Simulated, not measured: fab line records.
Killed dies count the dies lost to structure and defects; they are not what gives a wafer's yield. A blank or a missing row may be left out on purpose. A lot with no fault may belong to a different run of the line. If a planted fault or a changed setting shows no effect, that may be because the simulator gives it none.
Which of the tools did it?	flow n5 finfet	72 wafers from 24 lots sampled at 4 of the route's 1938 steps

WHAT THE GAUGES SHOWED, per wafer
N5_BEOL_M3_INSPECT_13: inspects for defects (brightfield). Usual: 417 for raw defect count, sd 96.
lot	measured	on	raw defect count	flag
L074	day 7 19:27	defect inspect-01	495 326 446	
L075	day 7 19:31	defect inspect-01	517 588 348	
L076	day 7 21:25	defect inspect-01	302 295 595	
L077	day 8 00:46	defect inspect-01	436 369 307	
L078	day 8 04:53	defect inspect-02	853 520 541	
L079	day 8 07:27	defect inspect-02	441 382 335	
L080	day 8 11:04	defect inspect-01	338 525 421	
L081	day 9 09:44	defect inspect-02	526 553 435	
L082	day 9 11:00	defect inspect-01	339 397 428	
L084	day 9 16:49	defect inspect-01	377 385 355	
L083	day 9 17:13	defect inspect-02	325 396 313	
L085	day 10 09:49	defect inspect-02	294 431 334	
L086	day 10 14:24	defect inspect-01	337 321 596	
L087	day 10 14:30	defect inspect-01	439 321 494	
L088	day 10 17:56	defect inspect-01	485 542 450	
L089	day 10 23:56	defect inspect-01	330 381 292	
L091	day 11 07:44	defect inspect-02	429 489 399	
L090	day 11 11:58	defect inspect-02	330 322 341	
L092	day 11 14:58	defect inspect-01	346 402 430	
L093	day 11 21:41	defect inspect-02	388 375 338	
L094	day 12 10:38	defect inspect-01	382 434 418	
L095	day 12 12:02	defect inspect-01	279 552 313	
L097	day 12 21:16	defect inspect-02	387 417 348	
L096	day 13 06:40	defect inspect-01	475 459 297	

WHAT TOOL EACH LOT RAN ON (gives the tool, then ch and the chambers of the sampled wafers, and finally the start)
lot	N5_BEOL_M2_ANNEAL_87	N5_BEOL_M2_CMP_52	N5_BEOL_M2_DEP_57
L074	pvd sputter-02, day 7 16:33	cmp-02 ch 0,1, day 7 18:04	pecvd-04 ch 0,2, day 7 18:33
L075	pvd sputter-01, day 7 16:45	cmp-03 ch 0,1, day 7 18:18	pecvd-03 ch 0,1,2, day 7 18:45
L076	pvd sputter-03, day 7 17:16	cmp-01 ch 0,2,3, day 7 18:51	pecvd-04 ch 0,2, day 7 19:16
L077	pvd sputter-02, day 7 20:20	cmp-01 ch 2,3, day 7 21:52	pecvd-03 ch 0,2, day 7 22:22
L078	pvd sputter-02, day 8 00:34	cmp-02 ch 1,2, day 8 02:05	pecvd-04 ch 1,2, day 8 02:34
L079	pvd sputter-02, day 8 02:53	cmp-01 ch 0,1,3, day 8 04:28	pecvd-03 ch 0,1,2, day 8 04:53
L080	pvd sputter-03, day 8 05:55	cmp-03 ch 0,2,3, day 8 07:31	pecvd-04 ch 0,2, day 8 07:56
L081	pvd sputter-03, day 9 06:24	cmp-02 ch 0,2,3, day 9 07:57	pecvd-03 ch 0,1, day 9 08:24
L082	pvd sputter-02, day 9 06:55	cmp-03 ch 0,2,3, day 9 08:29	pecvd-02 ch 0,2, day 9 08:56
L084	pvd sputter-01, day 9 10:06	cmp-02 ch 0,2,3, day 9 11:38	pecvd-04 ch 0,2, day 9 12:08
L083	pvd sputter-02, day 9 12:58	cmp-02 ch 1,2,3, day 9 14:36	pecvd-03 ch 1,2, day 9 15:03
L085	pvd sputter-02, day 10 06:52	cmp-01 ch 1,2, day 10 08:26	pecvd-04 ch 0,2, day 10 08:55
L086	pvd sputter-01, day 10 10:35	cmp-03 ch 0,1,3, day 10 12:10	pecvd-02 ch 1,2, day 10 12:35
L087	pvd sputter-03, day 10 10:44	cmp-01 ch 0,2, day 10 12:20	pecvd-04 ch 0,1, day 10 12:47
L088	pvd sputter-02, day 10 14:15	cmp-01 ch 0,3, day 10 15:48	pecvd-04 ch 0,1, day 10 16:15
L089	pvd sputter-02, day 10 20:51	cmp-01 ch 0,3, day 10 22:38	pecvd-02 ch 0,2, day 10 23:07
L091	pvd sputter-01, day 11 04:29	cmp-01 ch 2,3, day 11 06:02	pecvd-04 ch 0,1,2, day 11 06:29
L090	pvd sputter-03, day 11 08:38	cmp-01 ch 0,1,2, day 11 10:13	pecvd-04 ch 0,1,2, day 11 10:38
L092	pvd sputter-03, day 11 10:28	cmp-02 ch 1,2, day 11 11:59	pecvd-04 ch 1,2, day 11 12:38
L093	pvd sputter-02, day 11 18:23	cmp-03 ch 1,2, day 11 20:05	pecvd-04 ch 0,2, day 11 20:42
L094	pvd sputter-01, day 12 07:15	cmp-03 ch 0,3, day 12 08:49	pecvd-02 ch 0,1,2, day 12 09:17
L095	pvd sputter-03, day 12 08:44	cmp-02 ch 0,3, day 12 10:25	pecvd-02 ch 0,1, day 12 10:52
L097	pvd sputter-01, day 12 17:26	cmp-01 ch 0,1,2, day 12 19:04	pecvd-02 ch 0,2, day 12 19:35
L096	pvd sputter-03, day 13 03:04	cmp-02 ch 0,2,3, day 13 04:35	pecvd-02 ch 0,1,2, day 13 05:05
- N5_BEOL_M2_ANNEAL_87: time 240 s.
- N5_BEOL_M2_CMP_52: polishes, stops on SiOC, t overpolish 6.8 s, target thk 40 nm.
- N5_BEOL_M2_DEP_57: deposits SiCN from 3MS/NH3, target thk 8 nm, time 14 s.

WHAT THE TOOLS THEMSELVES READ (means of the sampled wafers that have a number; where no wafer has one, the mark that the record gives instead)
N5_BEOL_M2_ANNEAL_87. Usual: 841 W for heater power w, sd 54.
lot	tool	heater power w (W)	flag
L074	pvd sputter-02	833	
L075	pvd sputter-01	835	
L076	pvd sputter-03	823	
L077	pvd sputter-02	866	
L078	pvd sputter-02	853	
L079	pvd sputter-02	873	
L080	pvd sputter-03	814	
L081	pvd sputter-03	855	
L082	pvd sputter-02	833	
L084	pvd sputter-01	833	
L083	pvd sputter-02	834	
L085	pvd sputter-02	884	
L086	pvd sputter-01	808	
L087	pvd sputter-03	878	
L088	pvd sputter-02	853	
L089	pvd sputter-02	860	
L091	pvd sputter-01	831	
L090	pvd sputter-03	853	
L092	pvd sputter-03	807	
L093	pvd sputter-02	842	
L094	pvd sputter-01	864	
L095	pvd sputter-03	859	
L097	pvd sputter-01	835	
L096	pvd sputter-03	842	

N5_BEOL_M2_CMP_52. Usual: barrier field endpoint s 24.8 s, standard deviation 0.78; edge zone pressure frac 1.000, standard deviation 0.0051; head pressure psi 0.9999 psi, standard deviation 0.0023; motor current A 6.1 A, standard deviation 0.67; overpolish run s 6.799 s, standard deviation 0.0092; platen rpm 50.00 rpm, standard deviation 0.033; slurry filter dp kPa 13.47 kPa, standard deviation 0.13; time to endpoint s 62 s, standard deviation 4.4.
lot	tool	barrier field endpoint s (s)	edge zone pressure frac	head pressure psi (psi)	motor current A (A)	overpolish run s (s)	platen rpm (rpm)	slurry filter dp kPa (kPa)	time to endpoint s (s)	flag
L074	cmp-02	25.5	1.001	0.9983	5.8	6.787	50.00	13.49	66	
L075	cmp-03	24.0	0.998	1.0008	7.0	6.800	49.97	13.45	55	
L076	cmp-01	25.3	1.001	0.9989	5.5	6.799	50.01	13.36	62	
L077	cmp-01	24.7	1.003	1.0008	5.8	6.809	49.99	13.39	62	
L078	cmp-02	25.7	1.000	1.0018	6.3	6.791	50.01	13.48	66	
L079	cmp-01	25.4	1.006	0.9994	6.1	6.803	50.01	13.57	65	
L080	cmp-03	23.5	1.003	1.0009	6.4	6.798	50.03	13.64	51	
L081	cmp-02	24.8	0.999	1.0029	5.9	6.803	50.02	13.46	63	
L082	cmp-03	24.0	1.000	1.0009	6.4	6.799	49.99	13.53	59	
L084	cmp-02	24.5	0.998	0.9991	6.1	6.795	50.00	13.38	64	
L083	cmp-02	24.8	1.001	0.9984	5.8	6.797	50.02	13.56	64	
L085	cmp-01	23.8	0.994	1.0000	6.9	6.797	49.97	13.53	59	
L086	cmp-03	24.7	0.999	0.9995	6.4	6.799	49.99	13.52	58	
L087	cmp-01	25.1	1.001	0.9974	5.8	6.796	49.98	13.40	63	
L088	cmp-01	24.2	0.999	1.0019	5.4	6.805	50.00	13.51	63	
L089	cmp-01	25.1	0.995	0.9996	5.5	6.788	50.00	13.49	60	
L091	cmp-01	25.1	0.999	0.9986	6.0	6.802	50.01	13.41	62	
L090	cmp-01	24.7	0.997	0.9996	6.3	6.800	49.98	13.46	61	
L092	cmp-02	24.7	0.994	0.9966	6.0	6.796	50.04	13.51	63	
L093	cmp-03	24.6	0.998	0.9996	5.9	6.792	50.01	13.29	61	
L094	cmp-03	24.6	0.999	0.9990	6.9	6.803	50.01	13.39	55	
L095	cmp-02	25.9	1.001	1.0017	5.6	6.799	49.97	13.51	67	
L097	cmp-01	24.0	0.997	1.0013	6.2	6.801	50.05	13.45	56	
L096	cmp-02	24.9	1.007	0.9998	5.6	6.794	50.00	13.43	68	

N5_BEOL_M2_DEP_57. Usual: showerhead plenum p Torr 3.665 Torr, standard deviation 0.016; throttle valve pct 8.9 %, standard deviation 0.48.
lot	tool	showerhead plenum p Torr (Torr)	throttle valve pct (%)	flag
L074	pecvd-04	3.659	8.5	
L075	pecvd-03	3.661	9.0	
L076	pecvd-04	3.665	8.7	
L077	pecvd-03	3.662	8.8	
L078	pecvd-04	3.672	8.5	
L079	pecvd-03	3.662	9.0	
L080	pecvd-04	3.661	8.5	
L081	pecvd-03	3.643	9.2	
L082	pecvd-02	3.679	8.9	
L084	pecvd-04	3.655	8.4	
L083	pecvd-03	3.669	8.7	
L085	pecvd-04	3.661	8.5	
L086	pecvd-02	3.673	9.5	
L087	pecvd-04	3.661	8.6	
L088	pecvd-04	3.660	8.5	
L089	pecvd-02	3.679	9.0	
L091	pecvd-04	3.663	8.4	
L090	pecvd-04	3.667	8.4	
L092	pecvd-04	3.674	8.6	
L093	pecvd-04	3.664	8.7	
L094	pecvd-02	3.677	9.3	
L095	pecvd-02	3.672	9.5	
L097	pecvd-02	3.673	9.0	
L096	pecvd-02	3.678	9.4	

THE ANSWER, worked out from the rows above alone
Rule: take the mean of a lot's wafers that have a number; if it is more than 3 standard deviations from the usual mean, the lot is off. Also off: a lot with no number at a reading for which 4 or more lots have one. Any other lot the step has rows for is counted as sound. First the gauges in route order, then the tools' own readings, where a lot's mean is used as printed above. The first step at which some lot is off is used, and at that step the reading that is off furthest; a lot without a number counts as furthest.
No lot is off on any of the readings shown, so nothing can be concluded from this.

WHAT HAD BEEN PUT IN BY THE SIMULATOR
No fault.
